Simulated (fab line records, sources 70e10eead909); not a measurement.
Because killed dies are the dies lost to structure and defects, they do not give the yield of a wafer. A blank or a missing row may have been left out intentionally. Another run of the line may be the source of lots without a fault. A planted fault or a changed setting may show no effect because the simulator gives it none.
Matching of chambers	flow nand harc	NHARC_A_DECK1_JOINT_CMP_02 on cmp-04 has 4 sister chambers
The step polishes SiOx. 24 wafers are shown with their chamber, then 12 later ones without.

## WAFERS WITH THEIR CHAMBER
wafer	chamber	motor current A (A)
L075.4	3	11.2
L075.5	3	11.5
L075.6	2	9.9
L079.1	3	12.3
L079.4	0	9.9
L079.5	3	11.5
L080.3	0	10.0
L080.4	1	11.8
L080.6	2	10.7
L083.1	0	10.0
L083.2	2	10.5
L083.6	1	11.6
L084.2	2	9.9
L084.3	1	12.1
L084.4	0	9.7
L085.1	2	10.1
L085.2	0	9.7
L085.4	3	11.2
L088.3	0	9.1
L088.5	2	10.0
L088.6	1	11.5
L090.1	1	11.0
L090.2	0	9.8
L090.5	0	9.8

SIGNATURES (means of the wafers above)
reading	chamber 0	chamber 1	chamber 2	chamber 3	scatter within a chamber
motor current A	9.750	11.600	10.183	11.540	0.362
Rule: distance of a wafer from a chamber = root of the sum over the readings of ((wafer's reading minus chamber's mean) / reading's scatter) squared. The wafer belongs to the nearest chamber; if the next one is less than 2 further off, it can't be placed. The scatter: the root of (the sum of the squares of (reading less its chamber's mean) over the shown wafers, divided by (wafers less chambers)).

## WAFERS WITH NO CHAMBER GIVEN
wafer	motor current A (A)
L091.2	9.6
L091.4	12.1
L091.5	11.8
L093.1	9.7
L093.4	11.7
L093.6	9.8
L095.2	11.8
L095.4	11.9
L095.6	11.6
L096.2	9.7
L096.4	11.7
L096.6	10.3

## WHICH CHAMBER EACH ONE RAN IN
wafer	from the rows above	in truth
L091.2	can't be placed: 0 or 2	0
L091.4	can't be placed: 1 or 3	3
L091.5	can't be placed: 1 or 3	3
L093.1	can't be placed: 0 or 2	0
L093.4	can't be placed: 1 or 3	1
L093.6	can't be placed: 0 or 2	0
L095.2	can't be placed: 1 or 3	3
L095.4	can't be placed: 1 or 3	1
L095.6	can't be placed: 1 or 3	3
L096.2	can't be placed: 0 or 2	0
L096.4	can't be placed: 1 or 3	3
L096.6	can't be placed: 2 or 0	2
Correct placement for 0 of the 12. From these rows, 12 cannot be placed; in 12 the true chamber is one of the candidates. Placed wrongly: 0.
